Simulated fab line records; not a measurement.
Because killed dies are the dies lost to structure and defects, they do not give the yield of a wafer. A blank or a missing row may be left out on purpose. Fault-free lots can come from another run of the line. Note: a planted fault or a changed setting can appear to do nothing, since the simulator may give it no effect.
Chamber matching || flow nand harc || NHARC_A_CHANNEL_FILL_D1_CMP_10 on cmp-01: 4 sister chambers
The step polishes, target thk 150 nm. 8 wafers are shown with their chamber, then 8 later ones without.

## WAFERS WITH THEIR CHAMBER
{"wafer": "L074.5", "chamber": 1, "motor current A (A)": 12.7, "time to endpoint s (s)": 14.7}
{"wafer": "L083.1", "chamber": 0, "motor current A (A)": 11.6, "time to endpoint s (s)": 17.5}
{"wafer": "L083.6", "chamber": 0, "motor current A (A)": 11.6, "time to endpoint s (s)": 18.6}
{"wafer": "L087.3", "chamber": 3, "motor current A (A)": 12.9, "time to endpoint s (s)": 16.6}
{"wafer": "L090.3", "chamber": 1, "motor current A (A)": 12.5, "time to endpoint s (s)": 15.7}
{"wafer": "L090.4", "chamber": 2, "motor current A (A)": 12.2, "time to endpoint s (s)": 15.2}
{"wafer": "L090.5", "chamber": 2, "motor current A (A)": 11.6, "time to endpoint s (s)": 11.6}
{"wafer": "L092.1", "chamber": 3, "motor current A (A)": 12.5, "time to endpoint s (s)": 13.3}

## WAFERS WITH NO CHAMBER GIVEN
{"wafer": "L092.2", "motor current A (A)": 12.1, "time to endpoint s (s)": 14.2}
{"wafer": "L092.3", "motor current A (A)": 11.5, "time to endpoint s (s)": 15.5}
{"wafer": "L094.3", "motor current A (A)": 12.8, "time to endpoint s (s)": 15.8}
{"wafer": "L094.5", "motor current A (A)": 11.4, "time to endpoint s (s)": 14.7}
{"wafer": "L094.6", "motor current A (A)": 12.2, "time to endpoint s (s)": 13.7}
{"wafer": "L097.1", "motor current A (A)": 12.3, "time to endpoint s (s)": 19.4}
{"wafer": "L097.2", "motor current A (A)": 11.4, "time to endpoint s (s)": 14.1}
{"wafer": "L097.6", "motor current A (A)": 12.4, "time to endpoint s (s)": 18.2}

## EACH ONE'S CHAMBER
{"wafer": "L092.2", "from the rows above": "can't be placed: 2 or 1 or 3 or 0", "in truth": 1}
{"wafer": "L092.3", "from the rows above": "can't be placed: 0 or 2", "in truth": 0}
{"wafer": "L094.3", "from the rows above": "can't be placed: 3 or 1", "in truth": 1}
{"wafer": "L094.5", "from the rows above": "can't be placed: 0 or 2", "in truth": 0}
{"wafer": "L094.6", "from the rows above": "can't be placed: 2 or 1 or 3", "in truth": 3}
{"wafer": "L097.1", "from the rows above": "can't be placed: 1 or 0 or 3 or 2", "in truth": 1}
{"wafer": "L097.2", "from the rows above": "can't be placed: 2 or 0", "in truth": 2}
{"wafer": "L097.6", "from the rows above": "can't be placed: 1 or 3 or 0 or 2", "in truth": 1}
Correctly placed: 0 of 8. These rows do not allow placing 8 (true chamber among the candidates in 8). Number placed wrongly: 0.
How it was worked out, from the rows above alone: a wafer's distance from a chamber is the root of the sum, over the readings, of the square of ((its reading less the chamber's mean) divided by the reading's scatter). If the next closest chamber is less than 2 further off than the closest, the wafer can't be placed; otherwise it belongs to the closest. The mean given for a chamber averages the wafers shown for that chamber. The scatter: the root of (the sum of the squares of (reading less its chamber's mean) over the shown wafers, divided by (wafers less chambers)).
